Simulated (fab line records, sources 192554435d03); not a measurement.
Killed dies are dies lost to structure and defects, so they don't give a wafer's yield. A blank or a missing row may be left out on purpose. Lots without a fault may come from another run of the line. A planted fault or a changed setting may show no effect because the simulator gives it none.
One fault seen from 2 desks | flow n5_finfet | each desk has only its own numbers; what lay behind them comes last

THE TOOL OWNER'S DESK: rie_diel-02
The tool's own readings at N5_BEOL_M5_ETCH_72 (etches underlayer in N2/H2, target depth 6.5 nm, time 5.2 s): means of the sampled wafers that have a number, for each lot that ran on this tool. A lot is out of limits, marked OUT, if its mean lies more than 4 standard deviations from the usual mean; the brackets give that distance.
Columns: A = drypump_motor_current_A at N5_BEOL_M5_ETCH_72, usual 5.54 A; B = etch_rf_on_time_s at N5_BEOL_M5_ETCH_72, usual 5.18 s; C = oes_product_au at N5_BEOL_M5_ETCH_72, usual 0.67 a.u.; D = rf_vpp_V at N5_BEOL_M5_ETCH_72, usual 524.0 V; E = showerhead_plenum_p_Torr at N5_BEOL_M5_ETCH_72, usual 2.55 Torr; F = throttle_valve_pct at N5_BEOL_M5_ETCH_72, usual 17.79 %
lot  | first seen here | A    | B    | C    | D     | E    | F
L830 | day 9 22:16     | 5.43 | 5.21 | 0.64 | 523.6 | 2.54 | 17.77
L831 | day 10 01:42    | 5.62 | 5.24 | 0.66 | 525.2 | 2.58 | 17.60
L837 | day 11 12:39    | 5.63 | 5.16 | 0.68 | 521.4 | 2.49 | 17.71
L838 | day 12 18:50    | 5.73 | 5.09 | 0.69 | 522.0 | 2.50 | 17.70
This desk's finding: nothing out of limits on any of the 4 lots.

THE METROLOGY DESK
What the gauges read, lot by lot, whatever tool the lot ran on: means of the sampled wafers that have a number. A lot is out of limits, marked OUT, if its mean lies more than 4 standard deviations from the usual mean; the brackets give that distance.
Columns: A = TV_OVL at N5_PASSIVATION_OVL_MEAS_60, usual 1 nm
lot  | first seen here | A
L822 | day 11 20:20    | 3
L824 | day 11 23:55    | 2
L825 | day 12 13:53    | -4
L826 | day 13 03:37    | 3
L827 | day 13 14:31    | -5
L829 | day 13 18:34    | -3
L830 | day 14 10:22    | -0
L831 | day 14 10:23    | 1
L837 | day 15 16:04    | 1
L838 | day 16 08:08    | 8
This desk's finding: nothing out of limits on any of the 10 lots.

PUT TOGETHER
The tool owner's desk saw nothing out of limits.
The metrology desk saw nothing out of limits.

WHAT THE SIMULATOR HAD PUT IN
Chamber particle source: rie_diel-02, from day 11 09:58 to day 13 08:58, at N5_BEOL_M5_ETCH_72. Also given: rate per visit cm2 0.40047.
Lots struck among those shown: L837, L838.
